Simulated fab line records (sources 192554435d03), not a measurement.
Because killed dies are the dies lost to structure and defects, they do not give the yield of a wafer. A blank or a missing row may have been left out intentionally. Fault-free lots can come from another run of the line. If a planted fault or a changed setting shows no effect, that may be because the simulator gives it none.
Chamber matching -- flow n5_finfet -- N5_BEOL_M13_VIA_ETCH_16 on rie_diel-05: 4 sister chambers
The step etches SiOC in C4F8/O2/Ar, target depth 921.7 nm. 22 wafers are shown with their chamber, then 11 later ones without.

## EACH WAFER AND ITS CHAMBER
wafer,chamber,drypump_motor_current_A (A),showerhead_plenum_p_Torr (Torr),throttle_valve_pct (%)
L074.1,2,5.5,3.45,24.03
L074.3,3,5.6,3.37,24.13
L074.6,0,6.2,3.53,24.54
L075.1,2,5.5,3.45,24.04
L075.3,0,6.2,3.53,24.54
L075.4,3,5.6,3.37,24.17
L076.1,2,5.5,3.45,24.02
L076.3,0,6.2,3.53,24.53
L076.6,0,6.2,3.53,24.55
L079.1,1,5.6,3.42,24.26
L079.3,3,5.6,3.36,24.16
L079.4,0,6.2,3.53,24.52
L077.1,3,5.6,3.36,24.16
L077.3,2,5.5,3.44,24.04
L077.6,0,6.2,3.53,24.54
L085.3,1,5.6,3.41,24.29
L085.5,2,5.5,3.44,24.07
L085.6,1,5.6,3.41,24.27
L087.2,3,5.6,3.36,24.17
L087.3,0,6.2,3.52,24.57
L087.5,1,5.6,3.41,24.27
L088.1,0,6.3,3.52,24.57

SIGNATURES (averages over the wafers above)
reading,chamber 0,chamber 1,chamber 2,chamber 3,scatter within a chamber
drypump_motor_current_A,6.213,5.600,5.500,5.600,0.022
showerhead_plenum_p_Torr,3.5275,3.4125,3.4460,3.3640,0.00508
throttle_valve_pct,24.5450,24.2725,24.0400,24.1580,0.0169
Rule: a wafer lies at a distance from a chamber equal to the root of the sum of squares, over the readings, of (its reading less the chamber's mean, divided by the reading's scatter). If the next closest chamber is less than 2 further off than the closest, the wafer can't be placed; otherwise it belongs to the closest. The scatter: take each reading less its chamber's mean, square it, sum over the shown wafers, divide by the number of wafers less the number of chambers, and take the root.

## WAFERS WITHOUT THEIR CHAMBER
wafer,drypump_motor_current_A (A),showerhead_plenum_p_Torr (Torr),throttle_valve_pct (%)
L088.4,5.5,3.43,24.07
L088.5,5.6,3.35,24.20
L091.3,5.6,3.35,24.18
L091.4,6.2,3.52,24.56
L091.6,6.2,3.52,24.58
L090.1,5.6,3.35,24.19
L090.3,5.6,3.41,24.26
L090.5,6.2,3.52,24.57
L095.2,6.2,3.51,24.59
L095.4,5.6,3.40,24.31
L095.6,5.5,3.43,24.09

## WHICH CHAMBER EACH WENT THROUGH
wafer,from the rows above,in truth
L088.4,2,2
L088.5,3,3
L091.3,3,3
L091.4,0,0
L091.6,0,0
L090.1,3,3
L090.3,1,1
L090.5,0,0
L095.2,0,0
L095.4,1,1
L095.6,2,2
Correctly placed: 11 of 11. Not placeable from these rows: 0. Number placed wrongly: 0.
